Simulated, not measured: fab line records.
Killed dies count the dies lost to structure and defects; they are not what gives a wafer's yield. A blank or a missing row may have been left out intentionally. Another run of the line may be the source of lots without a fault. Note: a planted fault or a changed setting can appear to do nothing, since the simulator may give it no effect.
Chamber matching    flow n5_finfet    pecvd-02 running N5_BEOL_M0_SAQP_HM_DEP_111: 3 sister chambers
The step deposits SiO2 from SiH4/N2O, target thk 12 nm, time 7.2 s. 3 wafers are shown with their chamber, then 9 later ones without.

EACH WAFER AND ITS CHAMBER
wafer   chamber  showerhead_plenum_p_Torr (Torr)
L083.3  2        8.33
L084.1  0        7.85
L084.4  1        8.38

WAFERS WHOSE CHAMBER IS MISSING
wafer   showerhead_plenum_p_Torr (Torr)
L090.2  8.37
L090.4  8.36
L090.6  8.33
L093.2  7.84
L093.4  7.83
L093.6  8.33
L096.2  8.38
L096.5  8.37
L096.6  7.86

EACH ONE'S CHAMBER
wafer   from the rows above      in truth
L090.2  1                        1
L090.4  can't be placed: 1 or 2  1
L090.6  2                        2
L093.2  0                        0
L093.4  0                        0
L093.6  2                        2
L096.2  1                        1
L096.5  1                        1
L096.6  0                        0
Correct placement for 8 of the 9. Can't be placed from these rows: 1 (the true chamber is among the candidates in 1). 0 placed wrongly.
How it was worked out, from the rows above alone: a wafer's distance from a chamber is the root of the sum, over the readings, of the square of ((its reading less the chamber's mean) divided by the reading's scatter). If the next closest chamber is less than 2 further off than the closest, the wafer can't be placed; otherwise it belongs to the closest. For every chamber, the mean is computed from those of its wafers that are shown. The scatter: root of mean squared gap, hidden wafer to nearest shown wafer, with one shown wafer a chamber.
